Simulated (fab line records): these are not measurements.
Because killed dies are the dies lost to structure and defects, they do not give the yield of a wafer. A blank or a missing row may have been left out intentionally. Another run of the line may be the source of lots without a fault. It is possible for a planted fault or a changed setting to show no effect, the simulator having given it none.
Matching of chambers | flow n5 finfet | rie diel-01 running N5_BEOL_M14_ETCH_67: 4 sister chambers
The step etches SiARC in CF4, target depth 143 nm, time 238.3 s. 20 wafers are shown with their chamber, then 10 later ones without.

## WAFERS, EACH WITH ITS CHAMBER
wafer  | chamber | showerhead plenum p Torr (Torr) | throttle valve pct (%) | oes product au (a.u.)
L077.4 | 1       | 2.16                            | 15.68                  | 0.68
L077.5 | 0       | 2.15                            | 15.51                  | 0.71
L077.6 | 2       | 2.16                            | 15.30                  | 0.75
L078.2 | 0       | 2.15                            | 15.49                  | 0.69
L078.3 | 2       | 2.16                            | 15.31                  | 0.74
L078.6 | 0       | 2.15                            | 15.50                  | 0.70
L080.2 | 0       | 2.15                            | 15.51                  | 0.69
L080.4 | 3       | 2.19                            | 15.49                  | 0.81
L080.5 | 3       | 2.19                            | 15.44                  | 0.81
L081.2 | 0       | 2.15                            | 15.54                  | 0.69
L081.5 | 2       | 2.15                            | 15.33                  | 0.73
L081.6 | 3       | 2.19                            | 15.48                  | 0.80
L086.1 | 3       | 2.19                            | 15.48                  | 0.79
L086.4 | 0       | 2.15                            | 15.52                  | 0.69
L086.6 | 0       | 2.15                            | 15.52                  | 0.69
L089.4 | 3       | 2.19                            | 15.50                  | 0.78
L089.5 | 0       | 2.15                            | 15.56                  | 0.68
L089.6 | 3       | 2.19                            | 15.50                  | 0.77
L091.1 | 0       | 2.15                            | 15.54                  | 0.68
L091.3 | 2       | 2.15                            | 15.37                  | 0.72

SIGNATURES, as means of the wafers listed above
reading                  | chamber 0 | chamber 1 | chamber 2 | chamber 3 | scatter within a chamber
showerhead plenum p Torr | 2.1500    | 2.1600    | 2.1550    | 2.1900    | 0.0025
throttle valve pct       | 15.5211   | 15.6800   | 15.3275   | 15.4817   | 0.024
oes product au           | 0.6911    | 0.6800    | 0.7350    | 0.7933    | 0.0126
Rule: for each reading, subtract the chamber's mean from the wafer's reading, divide by that reading's scatter and square the result; add these up over the readings and take the root, which gives the wafer's distance from the chamber. The wafer belongs to the nearest chamber; if the next one is less than 2 further off, it can't be placed. The scatter: take each reading less its chamber's mean, square it, sum over the shown wafers, divide by the number of wafers less the number of chambers, and take the root.

## WAFERS WITHOUT THEIR CHAMBER
wafer  | showerhead plenum p Torr (Torr) | throttle valve pct (%) | oes product au (a.u.)
L091.6 | 2.15                            | 15.74                  | 0.67
L090.1 | 2.15                            | 15.76                  | 0.67
L090.2 | 2.19                            | 15.51                  | 0.78
L090.3 | 2.15                            | 15.38                  | 0.71
L094.2 | 2.14                            | 15.59                  | 0.67
L094.3 | 2.14                            | 15.77                  | 0.66
L094.6 | 2.14                            | 15.56                  | 0.67
L097.2 | 2.14                            | 15.78                  | 0.66
L097.3 | 2.14                            | 15.58                  | 0.67
L097.5 | 2.14                            | 15.57                  | 0.67

## THE CHAMBER EACH PASSED THROUGH
wafer  | from the rows above | in truth
L091.6 | 1                   | 1
L090.1 | 1                   | 1
L090.2 | 3                   | 3
L090.3 | 2                   | 2
L094.2 | 0                   | 0
L094.3 | 1                   | 1
L094.6 | 0                   | 0
L097.2 | 1                   | 1
L097.3 | 0                   | 0
L097.5 | 0                   | 0
Correctly placed: 10 of 10. Can't be placed from these rows: 0. 0 placed wrongly.
